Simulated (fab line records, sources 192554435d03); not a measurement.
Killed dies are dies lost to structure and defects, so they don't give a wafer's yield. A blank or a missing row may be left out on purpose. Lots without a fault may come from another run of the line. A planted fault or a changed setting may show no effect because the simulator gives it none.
Chamber matching | flow n5_finfet | N5_BEOL_M3_ETCHBACK_99 on rie_diel-01: 4 sister chambers
The step etches SiO2 in CHF3, target depth 5 nm, time 10.4 s. 4 wafers are shown with their chamber, then 8 later ones without.

WAFERS WITH THEIR CHAMBER
wafer  | chamber | drypump_motor_current_A (A)
L080.1 | 3       | 6.3
L087.1 | 1       | 5.6
L087.6 | 0       | 5.1
L091.2 | 2       | 5.4

WAFERS WITHOUT THEIR CHAMBER
wafer  | drypump_motor_current_A (A)
L091.3 | 5.7
L091.4 | 5.1
L093.2 | 5.4
L093.4 | 5.7
L093.5 | 5.4
L092.2 | 5.1
L092.5 | 5.4
L092.6 | 5.1

WHICH CHAMBER EACH WENT THROUGH
wafer  | from the rows above | in truth
L091.3 | 1                   | 1
L091.4 | 0                   | 0
L093.2 | 2                   | 2
L093.4 | 1                   | 1
L093.5 | 2                   | 2
L092.2 | 0                   | 0
L092.5 | 2                   | 2
L092.6 | 0                   | 0
Placed correctly: 8 of 8. Can't be placed from these rows: 0. Placed wrongly: 0.
How it was worked out, from the rows above alone: a wafer's distance from a chamber is the root of the sum, over the readings, of the square of ((its reading less the chamber's mean) divided by the reading's scatter). The wafer belongs to the nearest chamber; if the next one is less than 2 further off, it can't be placed. A chamber's mean is the mean of its shown wafers. The scatter: with one shown wafer a chamber, the root of the mean of the squares of how far each hidden wafer lies from its nearest shown one.
